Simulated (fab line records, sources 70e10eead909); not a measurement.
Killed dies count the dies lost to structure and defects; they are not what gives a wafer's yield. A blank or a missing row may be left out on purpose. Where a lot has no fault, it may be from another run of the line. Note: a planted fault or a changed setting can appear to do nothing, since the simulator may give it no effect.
Struck lot and sound lot, side by side | flow nand-harc | 13 steps out of a route of 1302
Sound: the wafers L323.1, L323.2, L323.5. Wafers struck: L332.3, L332.4, L332.5. The cause is given at the end.
Each step with rows lists, per side, the tool, then ch with its chambers, then its first start. Under that, the readings that differ: sound wafers | struck wafers | difference of the means | sigmas: that difference in standard deviations of wafers without a fault.
alike: same words and numbers on both sides, and readings whose means sit less than 2 such deviations apart. not compared: any withheld reading, any reading some wafer has no value for, any bound like >300 that may hide the same value, and any number with overlapping values for which the record gives no deviation.
The two part at a step that has a row with sigmas, a row that says differs or no value, or rows on one side only. Non-overlapping numbers with no deviation appear without sigmas and do not part them. Lack of a reading on every wafer of one side parts them only where that side has two or more wafers.

NHARC_A_M1_PVD_20: deposits TaN, target thk 5 nm, time 8.06 s.
  sound on pvd-sputter-02; struck on pvd-sputter-03
  alike: throttle-valve-pct
then, 3 steps without rows for these wafers: NHARC_A_M1_PVD_21 (deposits Cu, target thk 30 nm, time 20.49 s); NHARC_A_M1_ECD_22 (material Cu, target thk 400 nm); NHARC_A_M1_ANNEAL_31 (time 90 s).
NHARC_A_M1_CMP_23: polishes, t overpolish 20 s, target thk 154.34 nm.
  sound on cmp-04 ch 0,1,3, day 23 19:47; struck on cmp-03 ch 1,2,3, day 27 11:44
  alike: edge-zone-pressure-frac, motor-current-A, time-to-endpoint-s
NHARC_A_M1_THK_MEAS_24: measures by xrf.
  struck on film-metro-02, day 27 12:03; sound on film-metro-02, day 23 20:02
  alike: thk-nm
next, for these wafers, 1 step has no rows: NHARC_A_M1_SRD_25.
NHARC_A_M1_INSPECT_27:
  struck on defect-inspect-02, day 27 12:12; sound on defect-inspect-01, day 23 20:12
  reading          | sound       | struck      | difference | sigmas
  raw-defect-count | 490 791 863 | 366 426 521 | -277       | -2
NHARC_A_M1_PRE_CLEAN_32: time 12 s.
  sound on pecvd-02 ch 0,1, day 23 20:16; struck on pecvd-02 ch 1,2, day 27 12:47
  alike: heater-power-w, susceptor-temp-C
NHARC_A_M1_DEP_33: deposits SiCN, target thk 30 nm.
  sound on pecvd-02 ch 0,1, day 23 20:20; struck on pecvd-02 ch 1,2, day 27 12:52
  alike: chamber-pressure-Torr, heater-power-w, susceptor-temp-C
NHARC_A_BONDPAD_DEP_00: deposits SiCN, target thk 250 nm.
  sound on pecvd-04 ch 0,1,2, day 23 20:54; struck on pecvd-02 ch 0,1,2
  alike: chamber-pressure-Torr, heater-power-w, susceptor-temp-C
NHARC_A_BONDPAD_CMP_29: polishes SiCN, target thk 200 nm.
  sound on cmp-01 ch 2,3, day 23 21:20; struck on cmp-02 ch 0,2, day 27 13:52
  no value came back on the struck wafers for edge-zone-pressure-frac, motor-current-A (A); on the sound wafers edge-zone-pressure-frac reads 0.996 1.004 0.990
NHARC_A_BONDPAD_THK_MEAS_30: measures by ellipsometry.
  struck on film-metro-02, day 27 14:18; sound on film-metro-01, day 23 21:33
  reading     | sound             | struck            | difference | sigmas
  thk-nm (nm) | 197.3 200.8 198.7 | 242.0 244.6 251.1 | +47.0      | +26
  not compared: hold

## WHERE THEY PART
First at NHARC_A_M1_INSPECT_27; last, within this record, at NHARC_A_BONDPAD_THK_MEAS_30.

WHY: what had been put in by the simulator
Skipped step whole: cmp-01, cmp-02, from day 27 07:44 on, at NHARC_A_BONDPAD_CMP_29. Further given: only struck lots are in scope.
